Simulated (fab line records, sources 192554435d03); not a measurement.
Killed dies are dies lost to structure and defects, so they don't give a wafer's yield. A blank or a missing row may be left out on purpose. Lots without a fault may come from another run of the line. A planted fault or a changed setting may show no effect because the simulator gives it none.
Which tool did it? | flow n5_finfet | 14 lots, 40 wafers sampled, at 4 steps of a route of 1938

WHAT THE GAUGES READ, wafer by wafer
N5_BEOL_M12_INSPECT_55: inspects for defects (darkfield).
lot  | measured     | on                | raw_defect_count
L689 | day 9 17:31  | defect_inspect-01 | 43 124 66
L690 | day 9 20:53  | defect_inspect-01 | 48 56 77
L688 | day 10 00:05 | defect_inspect-01 | 47 64 49
L691 | day 10 14:02 | defect_inspect-02 | 73 72 131
L699 | day 14 08:40 | defect_inspect-02 | 81 100 90
L697 | day 14 09:49 | defect_inspect-02 | 103 114 94
L702 | day 15 03:14 | defect_inspect-02 | 78 74 59
L703 | day 15 04:48 | defect_inspect-01 | 63 91 92
L704 | day 15 05:48 | defect_inspect-01 | 64 48
L705 | day 15 08:34 | defect_inspect-02 | 94 72 89
L709 | day 16 12:46 | defect_inspect-02 | 71 119 58
L708 | day 16 14:05 | defect_inspect-01 | 66 178
L710 | day 16 21:34 | defect_inspect-02 | 42 75 55
L711 | day 17 11:26 | defect_inspect-01 | 75 89 49

N5_BEOL_M13_OVL_MEAS_29.
lot  | measured     | on         | M13_OVL (nm)
L689 | day 9 19:19  | overlay-01 | 3 13 7
L690 | day 9 22:31  | overlay-02 | 5 -3 11
L688 | day 10 01:34 | overlay-01 | 2 1 -2
L691 | day 10 16:34 | overlay-02 | -3 -6 -11
L699 | day 14 10:16 | overlay-02 | - - -
L697 | day 14 11:26 | overlay-01 | - - -
L702 | day 15 04:43 | overlay-02 | 6 4 -1
L703 | day 15 06:16 | overlay-01 | -9 7 7
L704 | day 15 07:55 | overlay-02 | 4 0
L705 | day 15 10:02 | overlay-02 | -4 8 1
L709 | day 16 14:29 | overlay-01 | -2 -5 -6
L708 | day 16 15:41 | overlay-02 | -2 2
L710 | day 16 23:17 | overlay-02 | -5 -14 -6
L711 | day 17 13:01 | overlay-02 | -2 2 8

WHICH TOOL RAN EACH LOT (tool, then ch and the chambers of the sampled wafers, then the start)
lot  | N5_BEOL_M13_ILD_DEP_00          | N5_BEOL_M13_PEB_26
L689 | pecvd-01 ch 0,1, day 9 17:37    | litho_track-04 ch 0, day 9 19:10
L690 | pecvd-01 ch 0, day 9 20:56      | litho_track-02 ch 0, day 9 22:22
L688 | pecvd-04 ch 0,1,2, day 10 00:08 | litho_track-02 ch 0, day 10 01:25
L691 | pecvd-04 ch 0,1,2, day 10 14:05 | litho_track-05 ch 0, day 10 16:25
L699 | pecvd-02 ch 0,1,2, day 14 08:46 | litho_track-05, day 14 10:07
L697 | pecvd-04 ch 0,2, day 14 09:52   | litho_track-05, day 14 11:17
L702 | pecvd-01 ch 0,2, day 15 03:17   | litho_track-05 ch 0, day 15 04:34
L703 | pecvd-01 ch 1,2, day 15 04:50   | litho_track-05 ch 0, day 15 06:08
L704 | pecvd-01 ch 0,2, day 15 05:50   | litho_track-04 ch 0, day 15 07:46
L705 | pecvd-04 ch 0,1,2, day 15 08:36 | litho_track-05 ch 0, day 15 09:53
L709 | pecvd-04 ch 0,1,2, day 16 12:49 | litho_track-02 ch 0, day 16 14:20
L708 | pecvd-01 ch 0,1, day 16 14:08   | litho_track-05 ch 0, day 16 15:32
L710 | pecvd-04 ch 1,2, day 16 21:36   | litho_track-05 ch 0, day 16 23:08
L711 | pecvd-01 ch 1,2, day 17 11:28   | litho_track-04 ch 0, day 17 12:53
- N5_BEOL_M13_ILD_DEP_00: deposits SiOC from DEMS/O2, target thk 837.92 nm, time 166.4 s.
- N5_BEOL_M13_PEB_26: peb time 90 s.

WHAT THE TOOLS THEMSELVES READ (means of the sampled wafers that have a number; where no wafer has one, the mark that the record gives instead)
N5_BEOL_M13_ILD_DEP_00.
lot  | tool     | heater_power_w (W) | showerhead_plenum_p_Torr (Torr) | throttle_valve_pct (%)
L689 | pecvd-01 | 425                | 5.666                           | 12.1
L690 | pecvd-01 | 440                | 5.694                           | 11.5
L688 | pecvd-04 | 464                | 5.711                           | 12.0
L691 | pecvd-04 | 476                | 5.698                           | 12.1
L699 | pecvd-02 | 516                | 5.697                           | 11.8
L697 | pecvd-04 | 441                | 5.696                           | 11.7
L702 | pecvd-01 | 460                | 5.697                           | 11.4
L703 | pecvd-01 | 466                | 5.667                           | 12.0
L704 | pecvd-01 | 432                | 5.682                           | 11.1
L705 | pecvd-04 | 400                | 5.706                           | 12.0
L709 | pecvd-04 | 460                | 5.699                           | 12.2
L708 | pecvd-01 | 454                | 5.672                           | 12.2
L710 | pecvd-04 | 443                | 5.717                           | 12.6
L711 | pecvd-01 | 466                | 5.673                           | 12.0

N5_BEOL_M13_PEB_26.
lot  | tool           | chill_plate_temp_C (C) | exhaust_pa (Pa)
L689 | litho_track-04 | 22.96                  | 46.0
L690 | litho_track-02 | 23.00                  | 44.7
L688 | litho_track-02 | 23.11                  | 45.9
L691 | litho_track-05 | 22.95                  | 45.2
L699 | litho_track-05 | -                      | -
L697 | litho_track-05 | -                      | -
L702 | litho_track-05 | 23.17                  | 45.2
L703 | litho_track-05 | 22.90                  | 45.6
L704 | litho_track-04 | 23.01                  | 44.8
L705 | litho_track-05 | 22.80                  | 45.6
L709 | litho_track-02 | 22.94                  | 44.4
L708 | litho_track-05 | 23.04                  | 45.6
L710 | litho_track-05 | 23.16                  | 46.6
L711 | litho_track-04 | 23.15                  | 44.7

THE ANSWER, worked out from the rows above alone
Rule: what is usual is taken from the lots themselves. Put in order of their means at a reading, lots are off if they are a third of the lots or fewer, leave a main group of 4 or more, and stand apart from it by a gap of 3 or more times the standard deviation of the main group's means; of several such gaps the widest counts. A main group whose means are all the same, to the digits that the tables above print for the reading, isn't used. A lot without any number at a reading at which 4 lots or more have one is off too. The other lots that the step has rows for count as sound. The gauges are gone through in route order, then the tools' own readings, and for those a lot's mean is taken as printed above. The first step at which some lot is off is used, and at that step the reading that is off furthest; a lot without a number counts as furthest.
Off: L699, L697, at N5_BEOL_M13_OVL_MEAS_29 (M13_OVL). Without a number there: L699, L697. The main group: mean 0 nm, standard deviation 4.4.
A tool fits if, at a process step before that reading, it ran every lot that is off, and no sound lot after the first of them. The gauges at N5_BEOL_M13_OVL_MEAS_29 aren't tried: what is off there is off at N5_BEOL_M13_PEB_26 too, on other tools, and a gauge's error can't cause that. None of those tried fits.

WHAT THE SIMULATOR HAD PUT IN
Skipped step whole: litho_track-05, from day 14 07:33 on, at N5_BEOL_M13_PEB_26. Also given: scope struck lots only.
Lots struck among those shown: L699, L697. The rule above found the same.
